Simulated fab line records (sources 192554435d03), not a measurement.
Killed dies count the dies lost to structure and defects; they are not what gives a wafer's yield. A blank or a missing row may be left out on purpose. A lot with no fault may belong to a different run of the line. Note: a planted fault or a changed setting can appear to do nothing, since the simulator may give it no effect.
Matching of chambers -- flow n5 finfet -- N5_BEOL_M10_ETCH_62 on rie diel-04: 4 sister chambers
The step etches SOC in N2/H2, target depth 110 nm, overetch 22 nm, time 165 s. 4 wafers are shown with their chamber, then 7 later ones without.

## WAFERS PAIRED WITH THEIR CHAMBERS
wafer,chamber,showerhead plenum p Torr (Torr)
L081.5,0,2.58
L090.1,2,2.63
L092.1,1,2.61
L092.3,3,2.48

## WAFERS MISSING THEIR CHAMBER
wafer,showerhead plenum p Torr (Torr)
L092.4,2.57
L094.2,2.57
L094.3,2.48
L094.5,2.57
L096.4,2.62
L096.5,2.61
L096.6,2.62

## WHICH CHAMBER EACH WENT THROUGH
wafer,from the rows above,in truth
L092.4,0,0
L094.2,0,0
L094.3,3,3
L094.5,0,0
L096.4,can't be placed: 2 or 1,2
L096.5,1,1
L096.6,can't be placed: 2 or 1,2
Placed correctly: 5 of 7. Unplaceable from these rows: 2, with the true chamber sitting among the candidates in 2. Placed wrongly: 0.
How it was worked out, from the rows above alone: a wafer's distance from a chamber is the root of the sum, over the readings, of the square of ((its reading less the chamber's mean) divided by the reading's scatter). If the next closest chamber is less than 2 further off than the closest, the wafer can't be placed; otherwise it belongs to the closest. A chamber's mean is the mean of its shown wafers. The scatter: root of mean squared gap, hidden wafer to nearest shown wafer, with one shown wafer a chamber.
